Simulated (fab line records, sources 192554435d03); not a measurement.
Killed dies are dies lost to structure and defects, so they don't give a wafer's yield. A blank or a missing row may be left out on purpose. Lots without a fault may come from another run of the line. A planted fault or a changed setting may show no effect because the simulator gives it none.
Which tool did it? | flow n5_finfet | 12 lots, 36 wafers sampled, at 5 steps of a route of 1938

WHAT THE GAUGES READ, wafer by wafer
N5_BEOL_M10_CD_MEAS_28: target cd 70 nm. Usual: cd_nm 70.0 nm, standard deviation 0.86.
lot  | measured     | on        | cd_nm (nm)     | flag
L734 | day 10 20:20 | cd_sem-02 | 70.0 70.0 70.2 |
L735 | day 11 06:34 | cd_sem-02 | 69.7 70.3 70.2 |
L738 | day 11 17:49 | cd_sem-03 | 70.3 70.2 70.4 |
L736 | day 11 20:38 | cd_sem-03 | 70.2 70.0 69.8 |
L739 | day 11 23:17 | cd_sem-02 | 71.3 70.2 70.3 |
L742 | day 13 04:02 | cd_sem-03 | 70.2 69.8 69.3 |
L745 | day 13 08:25 | cd_sem-02 | 69.9 69.0 69.7 |
L747 | day 14 16:22 | cd_sem-03 | 80.1 79.4 81.1 | OFF
L750 | day 14 23:15 | cd_sem-02 | 79.6 79.9 79.7 | OFF
L752 | day 15 08:16 | cd_sem-03 | 69.4 68.3 69.0 |
L753 | day 15 19:25 | cd_sem-01 | 70.5 70.8 71.5 |
L754 | day 15 21:28 | cd_sem-02 | 69.6 70.8 70.0 |

N5_BEOL_M10_OVL_MEAS_29. Usual: V9_OVL -0.6 nm, standard deviation 0.71.
lot  | measured     | on         | V9_OVL (nm)    | flag
L734 | day 10 20:22 | overlay-02 | -1.2 -0.5 -1.3 |
L735 | day 11 06:36 | overlay-02 | -1.1 -1.5 -0.8 |
L738 | day 11 17:51 | overlay-01 | -1.5 -1.0 -0.4 |
L736 | day 11 20:40 | overlay-01 | 0.0 0.0 -0.2   |
L739 | day 11 23:19 | overlay-01 | -1.6 -0.2 -0.5 |
L742 | day 13 04:04 | overlay-02 | -1.2 -2.1 -1.8 |
L745 | day 13 08:26 | overlay-02 | -0.9 -0.5 -1.8 |
L747 | day 14 16:24 | overlay-01 | -1.0 -1.0 -1.4 |
L750 | day 14 23:17 | overlay-01 | -2.0 -1.7 0.0  |
L752 | day 15 08:18 | overlay-01 | 0.4 0.2 -0.8   |
L753 | day 15 19:26 | overlay-01 | 0.3 0.9 0.2    |
L754 | day 15 21:29 | overlay-01 | -1.3 -0.9 -0.1 |

WHICH TOOL RAN EACH LOT (tool, then ch and the chambers of the sampled wafers, then the start)
lot  | N5_BEOL_M10_HM_DEP_02        | N5_BEOL_M10_DESCUM_16              | N5_BEOL_M10_EXPOSE_25
L734 | pvd_sputter-03, day 10 16:48 | rie_diel-05 ch 2,3, day 10 18:22   | arfi_scanner-02 ch 0, day 10 20:13
L735 | pvd_sputter-01, day 11 04:10 | rie_diel-02 ch 0,1,2, day 11 04:46 | arfi_scanner-02 ch 0, day 11 06:28
L738 | pvd_sputter-03, day 11 16:22 | rie_diel-02 ch 0,3, day 11 16:56   | arfi_scanner-02 ch 0, day 11 17:41
L736 | pvd_sputter-03, day 11 18:06 | rie_diel-01 ch 0,1, day 11 18:41   | arfi_scanner-01 ch 0, day 11 20:31
L739 | pvd_sputter-03, day 11 20:20 | rie_diel-01 ch 0,1, day 11 21:05   | arfi_scanner-01 ch 0, day 11 23:10
L742 | pvd_sputter-01, day 13 01:00 | rie_diel-02 ch 0,2, day 13 01:27   | arfi_scanner-02 ch 0, day 13 03:55
L745 | pvd_sputter-01, day 13 05:40 | rie_diel-02 ch 0,1,2, day 13 06:07 | arfi_scanner-02 ch 0, day 13 08:17
L747 | pvd_sputter-03, day 14 15:01 | rie_diel-05 ch 0,1, day 14 15:28   | arfi_scanner-02 ch 0, day 14 16:14
L750 | pvd_sputter-02, day 14 20:09 | rie_diel-01 ch 0,1,2, day 14 20:54 | arfi_scanner-02 ch 0, day 14 23:08
L752 | pvd_sputter-03, day 15 06:48 | rie_diel-01 ch 0,2, day 15 07:23   | arfi_scanner-01 ch 0, day 15 08:08
L753 | pvd_sputter-02, day 15 16:57 | rie_diel-02 ch 0,2,3, day 15 17:32 | arfi_scanner-01 ch 0, day 15 19:17
L754 | pvd_sputter-01, day 15 20:01 | rie_diel-01 ch 0,2,3, day 15 20:35 | arfi_scanner-03 ch 0, day 15 21:20
- N5_BEOL_M10_HM_DEP_02: deposits TiN, target thk 20 nm.
- N5_BEOL_M10_DESCUM_16: chemistry O2, time 7.9 s.
- N5_BEOL_M10_EXPOSE_25: exposes mask V9.

WHAT THE TOOLS THEMSELVES READ (means of the sampled wafers that have a number; where no wafer has one, the mark that the record gives instead)
N5_BEOL_M10_HM_DEP_02. Usual: throttle_valve_pct 30.3 %, standard deviation 0.43.
lot  | tool           | throttle_valve_pct (%) | flag
L734 | pvd_sputter-03 | 30.3                   |
L735 | pvd_sputter-01 | 29.9                   |
L738 | pvd_sputter-03 | 30.0                   |
L736 | pvd_sputter-03 | 30.2                   |
L739 | pvd_sputter-03 | 30.4                   |
L742 | pvd_sputter-01 | 30.5                   |
L745 | pvd_sputter-01 | 30.4                   |
L747 | pvd_sputter-03 | 30.0                   |
L750 | pvd_sputter-02 | 30.8                   |
L752 | pvd_sputter-03 | 30.1                   |
L753 | pvd_sputter-02 | 30.8                   |
L754 | pvd_sputter-01 | 30.0                   |

N5_BEOL_M10_DESCUM_16. Usual: drypump_motor_current_A 5.8 A, standard deviation 0.44; oes_product_au 0.79 a.u., standard deviation 0.09; rf_vpp_V 242.4 V, standard deviation 0.9; showerhead_plenum_p_Torr 2.048 Torr, standard deviation 0.029; throttle_valve_pct 20.42 %, standard deviation 0.23.
lot  | tool        | drypump_motor_current_A (A) | oes_product_au (a.u.) | rf_vpp_V (V) | showerhead_plenum_p_Torr (Torr) | throttle_valve_pct (%) | flag
L734 | rie_diel-05 | 5.5                         | 0.70                  | 242.0        | 2.037                           | 20.78                  |
L735 | rie_diel-02 | 5.9                         | 0.73                  | 242.8        | 2.058                           | 20.54                  |
L738 | rie_diel-02 | 5.8                         | 0.75                  | 241.8        | 2.043                           | 20.46                  |
L736 | rie_diel-01 | 6.3                         | 0.89                  | 242.2        | 2.043                           | 20.11                  |
L739 | rie_diel-01 | 6.0                         | 0.95                  | 243.2        | 2.051                           | 20.16                  |
L742 | rie_diel-02 | 5.7                         | 0.74                  | 242.7        | 2.029                           | 20.64                  |
L745 | rie_diel-02 | 5.9                         | 0.72                  | 242.2        | 2.052                           | 20.57                  |
L747 | rie_diel-05 | 5.4                         | 0.89                  | 242.6        | 2.054                           | 20.17                  |
L750 | rie_diel-01 | 6.0                         | 0.85                  | 242.9        | 2.034                           | 20.29                  |
L752 | rie_diel-01 | 6.2                         | 0.81                  | 241.7        | 2.025                           | 20.26                  |
L753 | rie_diel-02 | 5.9                         | 0.71                  | 242.1        | 2.049                           | 20.61                  |
L754 | rie_diel-01 | 5.7                         | 0.86                  | 242.5        | 2.033                           | 20.32                  |

N5_BEOL_M10_EXPOSE_25. Usual: exposure_dose_mJ_cm2 85.46, standard deviation 0.095; focus_offset_nm -0.1 nm, standard deviation 0.47; reticle_temp_C 23.02 C, standard deviation 0.11.
lot  | tool            | exposure_dose_mJ_cm2 | focus_offset_nm (nm) | reticle_temp_C (C) | flag
L734 | arfi_scanner-02 | 85.61                | 0.1                  | 23.07              |
L735 | arfi_scanner-02 | 85.49                | -0.4                 | 23.02              |
L738 | arfi_scanner-02 | 85.42                | 0.2                  | 22.93              |
L736 | arfi_scanner-01 | 85.52                | -0.4                 | 23.04              |
L739 | arfi_scanner-01 | 85.54                | -0.1                 | 22.95              |
L742 | arfi_scanner-02 | 85.39                | -0.1                 | 23.01              |
L745 | arfi_scanner-02 | 85.48                | -0.1                 | 23.01              |
L747 | arfi_scanner-02 | 96.49                | 0.5                  | 23.02              | OFF
L750 | arfi_scanner-02 | 94.10                | 0.2                  | 23.05              | OFF
L752 | arfi_scanner-01 | 85.56                | -0.6                 | 22.88              |
L753 | arfi_scanner-01 | 85.45                | -0.1                 | 23.19              |
L754 | arfi_scanner-03 | 85.50                | -0.3                 | 23.07              |

THE ANSWER, worked out from the rows above alone
Rule: a lot is off if the mean of its wafers that have a number lies more than 3 standard deviations from the usual mean. A lot without any number at a reading at which 4 lots or more have one is off too. The other lots that the step has rows for count as sound. The gauges are gone through in route order, then the tools' own readings, and for those a lot's mean is taken as printed above. The first step at which some lot is off is used, and at that step the reading that is off furthest; a lot without a number counts as furthest.
Off: L747, L750, at N5_BEOL_M10_CD_MEAS_28 (cd_nm).
A tool fits if, at a process step before that reading, it ran every lot that is off, and no sound lot after the first of them. The gauges at N5_BEOL_M10_CD_MEAS_28 aren't tried: what is off there is off at N5_BEOL_M10_EXPOSE_25 too, on other tools, and a gauge's error can't cause that. One fits: arfi_scanner-02 at N5_BEOL_M10_EXPOSE_25. Its last sound lot is L745 (day 13 08:17), its first lot that is off L747 (day 14 16:14): a fault that began between those two fits.
The tool's own readings at N5_BEOL_M10_EXPOSE_25 bear it out: on the lots that are off they differ by more than 5 times the standard deviation of the sound lots' means. exposure_dose_mJ_cm2 reads 95.29 there against 85.50 on the sound lots.

WHAT THE SIMULATOR HAD PUT IN
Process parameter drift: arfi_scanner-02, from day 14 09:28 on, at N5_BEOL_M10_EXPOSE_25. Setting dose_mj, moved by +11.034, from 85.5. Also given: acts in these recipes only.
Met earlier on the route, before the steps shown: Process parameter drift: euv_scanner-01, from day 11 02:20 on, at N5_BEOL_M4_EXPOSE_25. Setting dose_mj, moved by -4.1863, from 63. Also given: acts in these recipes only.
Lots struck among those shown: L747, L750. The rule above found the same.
